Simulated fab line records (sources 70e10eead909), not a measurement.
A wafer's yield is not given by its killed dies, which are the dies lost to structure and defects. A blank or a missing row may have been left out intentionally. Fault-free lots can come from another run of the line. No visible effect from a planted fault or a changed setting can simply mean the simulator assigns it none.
Which of the tools did it? -- flow nand-harc -- Sampling: 24 lots, 72 wafers, 5 of 1159 route steps

WHAT EACH GAUGE READ, for each wafer
NHARC_A_SGD_CUT_THK_MEAS_22: measures by ellipsometry. Usual: 148.2 nm for thk-nm, sd 1.6.
lot,measured,on,thk-nm (nm),flag
L075,day 13 23:47,film-metro-02,148.3 148.5 147.4,
L074,day 13 23:48,film-metro-02,147.5 149.8 149.1,
L076,day 14 11:59,film-metro-01,145.9 148.4 146.4,
L077,day 14 11:57,film-metro-02,149.8 149.4 149.2,
L079,day 15 11:07,film-metro-01,148.3 148.0 149.2,
L078,day 15 11:07,film-metro-02,148.7 149.5 150.1,
L080,day 16 02:03,film-metro-01,145.3 145.9 146.6,
L082,day 16 02:21,film-metro-01,149.6 147.3 148.9,
L081,day 16 02:12,film-metro-02,150.2 147.9 148.7,
L084,day 16 14:23,film-metro-01,148.7 151.6 146.5,
L083,day 16 14:23,film-metro-02,146.7 148.0 146.3,
L087,day 17 07:18,film-metro-02,150.3 145.7 150.1,
L085,day 17 07:18,film-metro-01,148.8 146.3 147.8,
L086,day 17 07:27,film-metro-01,145.6 147.0 147.4,
L089,day 17 17:46,film-metro-02,147.6 149.1 147.9,
L088,day 17 17:55,film-metro-02,149.0 149.7 150.0,
L090,day 18 06:04,film-metro-01,148.8 152.2 147.1,
L091,day 18 06:05,film-metro-01,146.7 147.9 145.8,
L092,day 18 17:57,film-metro-01,147.4 150.1 147.7,
L093,day 19 10:59,film-metro-01,146.2 146.6 147.8,
L096,day 19 10:59,film-metro-02,146.1 148.4 147.2,
L094,day 19 11:08,film-metro-02,148.8 147.2 147.2,
L095,day 19 16:14,film-metro-02,148.5 146.0 148.7,
L097,day 20 05:28,film-metro-01,148.0 150.1 150.7,

EACH LOT AND THE TOOL THAT RAN IT (in order: tool; ch and the chambers of the sampled wafers; start)
lot,NHARC_A_STAIRCASE_ETCH_444,NHARC_A_STAIRCASE_ETCHBACK_422,NHARC_A_STAIRCASE_DEP_471,NHARC_A_SGD_CUT_ETCH_59
L075,"rie-diel-01 ch 2,3, day 13 12:37","rie-diel-01 ch 0,3, day 13 16:13","pecvd-01 ch 0,1, day 13 17:00","rie-diel-13 ch 0,1,3, day 13 23:47 or earlier"
L074,"rie-diel-01 ch 0,2, day 13 14:16","rie-diel-01 ch 0,1,3, day 13 17:41","pecvd-03 ch 0,1,2, day 13 18:37","rie-diel-03 ch 0,1,2, day 13 23:48 or earlier"
L076,"rie-diel-01 ch 0,1, day 13 22:49","rie-diel-08 ch 1,2,3, day 14 02:36","pecvd-03 ch 1,2, day 14 03:15","rie-diel-03 ch 2,3, day 14 11:59 or earlier"
L077,"rie-diel-09 ch 0,2,3, day 13 22:53","rie-diel-09 ch 0,1,2, day 14 02:16","pecvd-04 ch 0,1, day 14 02:56","rie-diel-13 ch 0,2,3, day 14 11:57 or earlier"
L079,"rie-diel-08 ch 0,1, day 14 19:57","rie-diel-01 ch 0,1,2, day 14 23:38","pecvd-03 ch 0,1, day 15 00:35","rie-diel-03 ch 1,3, day 15 11:07 or earlier"
L078,"rie-diel-09 ch 0,1,2, day 14 20:50","rie-diel-01 ch 0,1,2, day 14 23:47","pecvd-04 ch 0,1,2, day 15 00:52","rie-diel-13 ch 0,1, day 15 11:07 or earlier"
L080,"rie-diel-08 ch 0,1,3, day 15 13:40","rie-diel-08 ch 0,2,3, day 15 17:16","pecvd-03 ch 0,2, day 15 18:02","rie-diel-02 ch 0,1,2, day 16 02:03 or earlier"
L082,"rie-diel-01 ch 0,2, day 15 13:55","rie-diel-08 ch 2,3, day 15 17:53","pecvd-04 ch 0,1,2, day 15 18:37","rie-diel-03 ch 0,1,2, day 16 02:21 or earlier"
L081,"rie-diel-09 ch 1,2,3, day 15 14:10","rie-diel-08 ch 0,2,3, day 15 17:35","pecvd-03 ch 0,2, day 15 18:16","rie-diel-13 ch 1,2,3, day 16 02:12 or earlier"
L084,"rie-diel-01 ch 0,1,2, day 16 02:04","rie-diel-08 ch 0,1,2, day 16 06:31","pecvd-03 ch 0,2, day 16 07:13","rie-diel-03 ch 1,2,3, day 16 14:23 or earlier"
L083,"rie-diel-09 ch 0,2,3, day 16 02:26","rie-diel-01 ch 1,2, day 16 06:47","pecvd-04 ch 0,1,2, day 16 07:58","rie-diel-13 ch 1,3, day 16 14:23 or earlier"
L087,"rie-diel-08 ch 0,2,3, day 16 19:27","rie-diel-09 ch 0,1,2, day 16 23:10","pecvd-03 ch 0,1, day 16 23:59","rie-diel-03 ch 1,2,3, day 17 07:18 or earlier"
L085,"rie-diel-09 ch 0,1,3, day 16 19:31","rie-diel-01 ch 1,2,3, day 16 23:09","pecvd-01 ch 0,1,2, day 16 23:58","rie-diel-02 ch 1,2,3, day 17 07:18 or earlier"
L086,"rie-diel-08 ch 2,3, day 16 21:07","rie-diel-01 ch 1,2, day 17 00:37","pecvd-03 ch 0,1,2, day 17 01:28","rie-diel-03 ch 0,2,3, day 17 07:27 or earlier"
L089,"rie-diel-08 ch 0,2, day 17 04:15","rie-diel-01 ch 0,1,2, day 17 07:59","pecvd-04 ch 0,1, day 17 08:40","rie-diel-02 ch 1,2,3, day 17 17:46 or earlier"
L088,"rie-diel-09 ch 0,2,3, day 17 04:22","rie-diel-08 ch 0,1,3, day 17 08:01","pecvd-03 ch 0,1,2, day 17 08:45","rie-diel-13 ch 1,2,3, day 17 17:55 or earlier"
L090,"rie-diel-08 ch 0,2,3, day 17 17:16","rie-diel-08 ch 1,3, day 17 20:50","pecvd-03 ch 0,1, day 17 21:30","rie-diel-02 ch 2,3, day 18 06:04 or earlier"
L091,"rie-diel-01 ch 0,1,3, day 17 17:20","rie-diel-09 ch 0,1,3, day 17 20:29","pecvd-01 ch 0,1, day 17 21:11","rie-diel-13 ch 1,2,3, day 18 06:05 or earlier"
L092,"rie-diel-09 ch 0,1,3, day 18 06:04","rie-diel-08 ch 0,2,3, day 18 09:43","pecvd-04 ch 0,1, day 18 10:24","rie-diel-03 ch 1,2,3, day 18 17:57 or earlier"
L093,"rie-diel-01 ch 1,2, day 18 22:56","rie-diel-01 ch 2,3, day 19 02:47","pecvd-03 ch 0,1, day 19 03:42","rie-diel-02 ch 0,2,3, day 19 10:59 or earlier"
L096,"rie-diel-08 ch 0,1, day 18 22:59","rie-diel-08 ch 2,3, day 19 02:35","pecvd-04 ch 0,2, day 19 03:28","rie-diel-13 ch 1,2, day 19 05:20"
L094,"rie-diel-09 ch 1,2,3, day 18 23:02","rie-diel-08 ch 0,1,2, day 19 02:20","pecvd-01 ch 0,2, day 19 03:56","rie-diel-03 ch 2,3, day 19 11:08 or earlier"
L095,"rie-diel-08 ch 0,1, day 19 04:01","rie-diel-08 ch 0,3, day 19 07:39","pecvd-03 ch 0,2, day 19 08:55","rie-diel-02 ch 1,2,3, day 19 16:14 or earlier"
L097,"rie-diel-08 ch 0,3, day 19 16:23","rie-diel-01 ch 0,1, day 19 20:01","pecvd-01 ch 0,1,2, day 19 20:41","rie-diel-03 ch 0,1,3, day 20 05:28 or earlier"
- NHARC_A_STAIRCASE_ETCH_444: etches the open film in C4F8/O2, target depth 10200 nm, time 3400 s.
- NHARC_A_STAIRCASE_ETCHBACK_422: etches the open film in CH3F/O2, target depth 40 nm, time 74.286 s.
- NHARC_A_STAIRCASE_DEP_471: deposits SiO2, target thk 100 nm.
- NHARC_A_SGD_CUT_ETCH_59: etches the open film in N2/H2, target depth 260 nm, time 406.25 s.

AS READ BY THE TOOLS THEMSELVES (means over the sampled wafers that have a number; for cases with no such wafer, the mark the record gives instead)
NHARC_A_STAIRCASE_ETCH_444. Usual: oes-product-au 0.929 a.u., standard deviation 0.014; rf-vpp-V 806 V, standard deviation 4.4.
lot,tool,oes-product-au (a.u.),rf-vpp-V (V),flag
L075,rie-diel-01,0.927,811,
L074,rie-diel-01,0.928,808,
L076,rie-diel-01,0.926,809,
L077,rie-diel-09,0.968,806,
L079,rie-diel-08,0.953,802,
L078,rie-diel-09,0.923,803,
L080,rie-diel-08,0.941,802,
L082,rie-diel-01,0.942,808,
L081,rie-diel-09,0.921,805,
L084,rie-diel-01,0.962,810,
L083,rie-diel-09,0.921,805,
L087,rie-diel-08,0.915,803,
L085,rie-diel-09,0.924,806,
L086,rie-diel-08,0.917,803,
L089,rie-diel-08,0.919,807,
L088,rie-diel-09,0.917,806,
L090,rie-diel-08,0.922,802,
L091,rie-diel-01,0.930,810,
L092,rie-diel-09,0.919,806,
L093,rie-diel-01,0.917,811,
L096,rie-diel-08,0.919,804,
L094,rie-diel-09,0.919,806,
L095,rie-diel-08,0.925,802,
L097,rie-diel-08,0.924,800,

NHARC_A_STAIRCASE_ETCHBACK_422. Usual: drypump-motor-current-A 5.57 A, standard deviation 0.25; oes-product-au 0.95 a.u., standard deviation 0.039; rf-vpp-V 244.2 V, standard deviation 1.5; showerhead-plenum-p-Torr 2.45 Torr, standard deviation 0.11; throttle-valve-pct 20.662 %, standard deviation 0.0094.
lot,tool,drypump-motor-current-A (A),oes-product-au (a.u.),rf-vpp-V (V),showerhead-plenum-p-Torr (Torr),throttle-valve-pct (%),flag
L075,rie-diel-01,5.33,1.01,244.6,2.49,20.653,
L074,rie-diel-01,5.37,1.00,245.6,2.54,20.671,
L076,rie-diel-08,5.58,1.00,244.0,2.42,20.658,
L077,rie-diel-09,5.38,0.92,243.6,2.40,20.667,
L079,rie-diel-01,5.62,0.99,245.7,2.53,20.659,
L078,rie-diel-01,5.60,1.00,245.0,2.53,20.664,
L080,rie-diel-08,5.72,0.99,243.3,2.38,20.667,
L082,rie-diel-08,5.71,0.92,242.8,2.38,20.656,
L081,rie-diel-08,5.72,0.91,242.9,2.38,20.652,
L084,rie-diel-08,5.60,0.92,244.4,2.42,20.667,
L083,rie-diel-01,5.65,1.01,245.6,2.55,20.664,
L087,rie-diel-09,5.37,0.91,242.6,2.39,20.655,
L085,rie-diel-01,5.43,0.92,245.7,2.55,20.667,
L086,rie-diel-01,5.66,0.92,245.0,2.54,20.666,
L089,rie-diel-01,5.61,0.93,245.1,2.52,20.656,
L088,rie-diel-08,5.66,0.91,242.9,2.34,20.666,
L090,rie-diel-08,5.67,0.99,242.5,2.33,20.659,
L091,rie-diel-09,5.54,0.91,244.5,2.45,20.663,
L092,rie-diel-08,5.72,0.92,244.1,2.37,20.660,
L093,rie-diel-01,5.44,0.99,244.7,2.51,20.657,
L096,rie-diel-08,5.62,0.92,244.5,2.44,20.656,
L094,rie-diel-08,5.59,0.93,244.3,2.41,20.657,
L095,rie-diel-08,5.79,0.99,242.0,2.30,20.667,
L097,rie-diel-01,5.54,0.93,244.7,2.50,20.670,

NHARC_A_STAIRCASE_DEP_471. Usual: heater-power-w 554 W, standard deviation 78; throttle-valve-pct 15.7 %, standard deviation 0.45.
lot,tool,heater-power-w (W),throttle-valve-pct (%),flag
L075,pecvd-01,543,16.2,
L074,pecvd-03,576,15.5,
L076,pecvd-03,574,15.6,
L077,pecvd-04,659,15.3,
L079,pecvd-03,622,15.8,
L078,pecvd-04,569,15.7,
L080,pecvd-03,471,15.4,
L082,pecvd-04,586,15.6,
L081,pecvd-03,511,15.3,
L084,pecvd-03,464,15.5,
L083,pecvd-04,611,15.6,
L087,pecvd-03,535,15.7,
L085,pecvd-01,500,16.4,
L086,pecvd-03,569,15.4,
L089,pecvd-04,647,15.3,
L088,pecvd-03,547,15.6,
L090,pecvd-03,622,15.8,
L091,pecvd-01,537,16.5,
L092,pecvd-04,663,15.4,
L093,pecvd-03,550,15.8,
L096,pecvd-04,599,15.3,
L094,pecvd-01,460,15.9,
L095,pecvd-03,451,15.7,
L097,pecvd-01,525,16.3,

NHARC_A_SGD_CUT_ETCH_59. Usual: drypump-motor-current-A 5.6 A, standard deviation 0.45; oes-product-au 1.001 a.u., standard deviation 0.0081; rf-vpp-V 429.2 V, standard deviation 2.6; showerhead-plenum-p-Torr 1.99 Torr, standard deviation 0.091; throttle-valve-pct 14.171 %, standard deviation 0.0093.
lot,tool,drypump-motor-current-A (A),oes-product-au (a.u.),rf-vpp-V (V),showerhead-plenum-p-Torr (Torr),throttle-valve-pct (%),flag
L075,rie-diel-13,5.5,0.990,429.2,2.00,14.176,
L074,rie-diel-03,5.6,0.999,430.1,2.03,14.178,
L076,rie-diel-03,5.8,0.999,431.8,2.05,14.163,
L077,rie-diel-13,5.8,0.993,428.8,2.00,14.166,
L079,rie-diel-03,5.3,1.002,428.3,1.96,14.162,
L078,rie-diel-13,5.9,0.998,430.9,2.04,14.166,
L080,rie-diel-02,5.5,1.001,429.9,2.00,14.173,
L082,rie-diel-03,5.6,0.999,430.2,2.03,14.165,
L081,rie-diel-13,5.4,1.001,428.4,1.95,14.170,
L084,rie-diel-03,5.4,1.000,428.8,1.99,14.161,
L083,rie-diel-13,5.2,0.996,427.4,1.96,14.175,
L087,rie-diel-03,5.5,0.998,428.5,1.99,14.173,
L085,rie-diel-02,5.5,1.011,426.9,1.90,14.175,
L086,rie-diel-03,5.9,1.002,432.1,2.06,14.173,
L089,rie-diel-02,5.5,0.998,427.4,1.90,14.185,
L088,rie-diel-13,5.5,0.996,428.4,1.95,14.172,
L090,rie-diel-02,5.2,1.006,426.3,1.89,14.164,
L091,rie-diel-13,5.4,1.003,428.9,1.95,14.165,
L092,rie-diel-03,5.4,0.997,428.8,1.98,14.173,
L093,rie-diel-02,5.2,1.005,429.2,1.99,14.170,
L096,rie-diel-13,5.4,1.007,427.3,1.95,14.167,
L094,rie-diel-03,5.7,1.001,430.0,2.01,14.168,
L095,rie-diel-02,5.5,1.000,427.2,1.90,14.176,
L097,rie-diel-03,5.5,1.002,429.6,2.00,14.172,

THE ANSWER, worked out from the rows above alone
Rule: a lot is off if the mean of its wafers that have a number lies more than 3 standard deviations from the usual mean. A lot without any number at a reading at which 4 lots or more have one is off too. Any other lot the step has rows for is counted as sound. The gauges are gone through in route order, then the tools' own readings, and for those a lot's mean is taken as printed above. The first step at which some lot is off is used, and at that step the reading that is off furthest; a lot without a number counts as furthest.
None of the lots is off at any reading shown; this tells nothing.

WHAT HAD BEEN PUT IN BY THE SIMULATOR
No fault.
